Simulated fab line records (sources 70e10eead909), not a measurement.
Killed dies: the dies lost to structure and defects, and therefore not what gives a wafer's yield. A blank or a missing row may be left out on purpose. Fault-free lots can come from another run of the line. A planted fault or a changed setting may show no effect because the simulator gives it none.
What tool caused it? -- flow nand_harc -- 17 wafers from 6 lots sampled at 3 of the route's 1159 steps

== WHAT THE GAUGES READ, wafer by wafer ==
NHARC_A_ONON_D1_THK_MEAS_05: measures by ellipsometry.
lot,measured,on,thk_nm (nm)
L745,day 8 03:49,film_metro-02,998 998 999
L748,day 8 15:16,film_metro-02,1001 1002 999
L751,day 8 23:05,film_metro-02,1006 1006 1005
L754,day 10 08:52,film_metro-02,1005 1003 1004
L759,day 11 06:38,film_metro-01,1530 999
L767,day 13 00:49,film_metro-01,992 991 992

== EACH LOT AND THE TOOL THAT RAN IT (in order: tool; ch and the chambers of the sampled wafers; start) ==
lot,NHARC_A_ZERO_WELL_ETCH_19,NHARC_A_ONON_D1_DEP_03
L745,"rie_diel-06 ch 2,3, day 7 03:47","pecvd_onon-03 ch 0, day 8 03:18"
L748,"rie_diel-13 ch 1,2, day 7 17:05","pecvd_onon-02 ch 0, day 8 14:53"
L751,"rie_diel-06 ch 0,3, day 8 00:19","pecvd_onon-03 ch 0, day 8 22:45"
L754,"rie_diel-10 ch 1,2, day 9 05:13","pecvd_onon-03 ch 0, day 10 08:22"
L759,"rie_diel-13 ch 1,3, day 10 07:14","pecvd_onon-03 ch 0, day 11 06:08"
L767,"rie_diel-06 ch 0,1,3, day 12 02:04","pecvd_onon-04 ch 0, day 13 00:18"
- NHARC_A_ZERO_WELL_ETCH_19: etches the open film in N2/H2, target depth 80 nm, overetch 24 nm, time 87.88 s.
- NHARC_A_ONON_D1_DEP_03: target thk 1000 nm.

== THE ANSWER, worked out from the rows above alone ==
Rule: what is usual is taken from the lots themselves. Put in order of their means at a reading, lots are off if they are a third of the lots or fewer, leave a main group of 4 or more, and stand apart from it by a gap of 3 or more times the standard deviation of the main group's means; of several such gaps the widest counts. If all means in a main group match to the digits the tables above print for the reading, that group is not used. Also off: a lot with no number at a reading for which 4 or more lots have one. Any other lot the step has rows for is counted as sound.
Off: L759, at NHARC_A_ONON_D1_THK_MEAS_05 (thk_nm). For the main group the mean is 1000 nm and the standard deviation 4.9.
A tool fits if, at a process step before that reading, it ran every lot that is off, and no sound lot after the first of them. Those tools and the gauges at NHARC_A_ONON_D1_THK_MEAS_05 are tried in the same way. Can't be told from this: 2 tools fit, rie_diel-13 at NHARC_A_ZERO_WELL_ETCH_19, pecvd_onon-03 at NHARC_A_ONON_D1_DEP_03.

== WHAT THE SIMULATOR HAD INSERTED ==
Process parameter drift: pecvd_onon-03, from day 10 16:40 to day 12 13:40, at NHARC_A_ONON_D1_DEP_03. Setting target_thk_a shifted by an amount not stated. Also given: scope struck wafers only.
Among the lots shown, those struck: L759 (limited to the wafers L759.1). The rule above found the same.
